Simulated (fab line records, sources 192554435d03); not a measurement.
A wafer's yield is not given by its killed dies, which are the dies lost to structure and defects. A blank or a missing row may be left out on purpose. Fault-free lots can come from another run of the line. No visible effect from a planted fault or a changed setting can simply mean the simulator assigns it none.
8D (eight disciplines) problem report, filled in by code	flow n5Finfet	the parts of the form that need people (team, actions taken, sign-off) are left out

1. THE ISSUE
Wafers without a fault read 40, standard deviation 11; killedAtFrontEnd at N5_PASSIVATION_PROBE_49 reads a mean of 1124 on 6 wafers belonging to 2 lots. Measured from the usual mean, that is +99 standard deviations.
The first sign was on wafer L144.1 at day 16 21:28, on prober-02. The record holds 31 wafers of 11 lots with a number at this step. Rule for "out", or "out of limits": more than 4 standard deviations from the usual mean. The rest of the wafers with a number are treated as sound.

2. WHAT IT IS AND WHAT IT IS NOT
question	is	is not
which readings at this step	killedAtFrontEnd, killedDies, killedOnRim	killed_at_M0_to_M3, killed_at_M4_up, killedAtContacts, killedAtOther, killedOpen, killedShort
which lots	L144, L145	L130, L131, L134, L135, L148, L149, L150, L151, L152
which wafers of those lots	all that have a number	-
read on which tools	prober-02	prober-01
when	from day 16 21:28	up to then (10 sound wafers); but 15 sound wafers of L148, L149, L150, L151, L152 came after

3. WHAT RULES OUT EACH SUSPECT
Counting: a tool at a process step up to the reading stays a suspect if it ran every lot that is out and no sound lot after the first of them.
- aldSin-04 at N5_SPACER0_ALD_07 (deposits SiNx, target thk 2 nm): ruled out as a lasting fault. Sound lots L150, L151 ran on it after its first lot that is out, L144 (day 6 16:52).
- aldSin-04 at N5_SPACER0_ALD_00 (deposits SiOCN, target thk 3.5 nm, pulse time 3 s, purge time 2 s): ruled out as a lasting fault. Sound lots L150, L151 ran on it after its first lot that is out, L144 (day 6 17:01).
- prober-02 at N5_PASSIVATION_PROBE_49: ruled out as a lasting fault. Sound lots L148, L149, L150, L152 ran on it after its first lot that is out, L144 (day 16 21:28).
Left after counting: nothing in the record.

4. THE CAUSE (what the simulator had put in)
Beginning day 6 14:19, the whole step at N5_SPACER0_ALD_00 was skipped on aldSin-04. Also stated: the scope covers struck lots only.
The count ruled it out by mistake, since the rule takes a fault to strike every lot its tool runs from the start of the fault on, and this one did not do so.

5. THE CHAIN OF EFFECTS, in route order
Each row: a reading where the mean over the struck wafers with a number is more than 3 standard deviations away from the usual. Only readings for which the record gives a usual standard deviation are gone through. hours: the time from each lot's start at the first step in this table that gives one to its start at this step, as a median over the lots. sigmas: the change in usual standard deviations.
hours	step	reading	usual	on struck wafers	change	sigmas
0	N5_PASSIVATION_PROBE_49	killedAtFrontEnd	40	1124	+1084	+99
0	N5_PASSIVATION_PROBE_49	killedDies	105	1180	+1075	+67
0	N5_PASSIVATION_PROBE_49	killedOnRim	14	152	+138	+33
Process steps it contains:
- N5_PASSIVATION_PROBE_49
Readings that are blank on the struck wafers while sound wafers have them: chamberPressureTorr at N5_SPACER0_ALD_00; heaterPowerOuterW at N5_SPACER0_ALD_00; heaterPowerW at N5_SPACER0_ALD_00; precursorPulseHeightRel at N5_SPACER0_ALD_00.

6. WHAT WOULD HAVE CAUGHT IT SOONER
First out-of-limits reading in this record: day 16 21:28, which is 247 hours after fault onset at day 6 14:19.
At N5_SPACER0_ALD_00 the tool's readings are blank on the struck wafers, where sound wafers have them: an empty tool record is the first sign, and it was there at once.
